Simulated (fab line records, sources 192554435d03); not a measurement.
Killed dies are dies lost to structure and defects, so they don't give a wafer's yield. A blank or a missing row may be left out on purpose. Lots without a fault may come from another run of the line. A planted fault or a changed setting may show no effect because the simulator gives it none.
Chamber matching | flow n5_finfet | N5_FIN_SAQP_DESCUM_21 on rie_diel-04: 4 sister chambers
The step chemistry O2, time 7.9 s. 18 wafers are shown with their chamber, then 9 later ones without.

WAFERS WITH THEIR CHAMBER
wafer  | chamber | drypump_motor_current_A (A) | showerhead_plenum_p_Torr (Torr) | throttle_valve_pct (%)
L075.3 | 0       | 5.5                         | 1.97                            | 20.82
L075.4 | 2       | 5.1                         | 2.19                            | 19.89
L075.6 | 3       | 5.0                         | 2.01                            | 20.41
L081.2 | 1       | 5.8                         | 2.06                            | 20.67
L081.3 | 3       | 5.0                         | 2.00                            | 20.43
L081.6 | 3       | 5.1                         | 2.00                            | 20.43
L086.1 | 0       | 5.5                         | 2.23                            | 20.34
L086.4 | 1       | 5.9                         | 2.05                            | 20.26
L086.5 | 2       | 5.1                         | 2.18                            | 19.95
L087.1 | 2       | 5.1                         | 2.18                            | 19.94
L087.4 | 1       | 5.9                         | 2.05                            | 20.27
L087.5 | 3       | 5.0                         | 2.00                            | 20.45
L089.3 | 2       | 5.1                         | 2.18                            | 19.95
L089.4 | 0       | 5.5                         | 2.23                            | 20.34
L089.6 | 3       | 5.1                         | 1.99                            | 20.45
L090.4 | 0       | 5.5                         | 2.23                            | 20.35
L090.5 | 2       | 5.1                         | 2.18                            | 19.94
L090.6 | 1       | 5.9                         | 2.05                            | 20.27

SIGNATURES (means of the wafers above)
reading                  | chamber 0 | chamber 1 | chamber 2 | chamber 3 | scatter within a chamber
drypump_motor_current_A  | 5.500     | 5.875     | 5.100     | 5.040     | 0.0373
showerhead_plenum_p_Torr | 2.1650    | 2.0525    | 2.1820    | 2.0000    | 0.0604
throttle_valve_pct       | 20.4625   | 20.3675   | 19.9340   | 20.4340   | 0.145
Rule: a wafer's distance from a chamber is the root of the sum, over the readings, of the square of ((its reading less the chamber's mean) divided by the reading's scatter). The wafer belongs to the nearest chamber; if the next one is less than 2 further off, it can't be placed. The scatter: the root of (the sum of the squares of (reading less its chamber's mean) over the shown wafers, divided by (wafers less chambers)).

WAFERS WITHOUT THEIR CHAMBER
wafer  | drypump_motor_current_A (A) | showerhead_plenum_p_Torr (Torr) | throttle_valve_pct (%)
L093.1 | 5.1                         | 2.18                            | 19.95
L093.5 | 5.1                         | 2.18                            | 19.95
L093.6 | 5.8                         | 2.05                            | 20.29
L095.1 | 5.8                         | 2.05                            | 20.30
L095.3 | 5.0                         | 1.99                            | 20.49
L095.5 | 5.8                         | 2.05                            | 20.29
L097.2 | 5.8                         | 2.05                            | 20.32
L097.3 | 5.5                         | 2.22                            | 20.37
L097.4 | 5.1                         | 2.17                            | 19.96

WHICH CHAMBER EACH WENT THROUGH
wafer  | from the rows above | in truth
L093.1 | 2                   | 2
L093.5 | 2                   | 2
L093.6 | 1                   | 1
L095.1 | 1                   | 1
L095.3 | 3                   | 3
L095.5 | 1                   | 1
L097.2 | 1                   | 1
L097.3 | 0                   | 0
L097.4 | 2                   | 2
Placed correctly: 9 of 9. Can't be placed from these rows: 0. Placed wrongly: 0.
